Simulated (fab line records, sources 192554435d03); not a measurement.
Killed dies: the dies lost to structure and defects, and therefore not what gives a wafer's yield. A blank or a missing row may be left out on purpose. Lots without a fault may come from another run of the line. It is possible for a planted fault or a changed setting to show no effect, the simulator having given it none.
Matching of chambers -- flow n5_finfet -- N5_SDB_ETCH_18 on rie_diel-05: 4 sister chambers
The step etches SOC in N2/H2, target depth 100 nm, overetch 20 nm, time 150 s. 7 wafers are shown with their chamber, then 9 later ones without.

## WAFERS, EACH WITH ITS CHAMBER
wafer,chamber,drypump_motor_current_A (A),showerhead_plenum_p_Torr (Torr)
L085.4,3,5.4,2.52
L086.2,2,5.6,2.56
L086.4,1,4.9,2.50
L086.5,2,5.6,2.56
L087.1,3,5.4,2.52
L087.4,0,5.3,2.46
L087.5,1,4.8,2.49

## WAFERS WITHOUT THEIR CHAMBER
wafer,drypump_motor_current_A (A),showerhead_plenum_p_Torr (Torr)
L094.1,5.3,2.46
L094.4,5.6,2.56
L094.5,5.3,2.46
L095.1,4.9,2.49
L095.3,5.6,2.56
L095.4,5.4,2.51
L097.2,5.3,2.46
L097.3,5.6,2.55
L097.5,5.3,2.46

## WHICH CHAMBER EACH WENT THROUGH
wafer,from the rows above,in truth
L094.1,0,0
L094.4,2,2
L094.5,0,0
L095.1,1,1
L095.3,2,2
L095.4,3,3
L097.2,0,0
L097.3,2,2
L097.5,0,0
9 of 9 placed correctly. From these rows, 0 cannot be placed. Wrongly placed: 0.
How it was worked out, from the rows above alone: a wafer's distance from a chamber is the root of the sum, over the readings, of the square of ((its reading less the chamber's mean) divided by the reading's scatter). If the next closest chamber is less than 2 further off than the closest, the wafer can't be placed; otherwise it belongs to the closest. For every chamber, the mean is computed from those of its wafers that are shown. The scatter: the root of (the sum of the squares of (reading less its chamber's mean) over the shown wafers, divided by (wafers less chambers)).
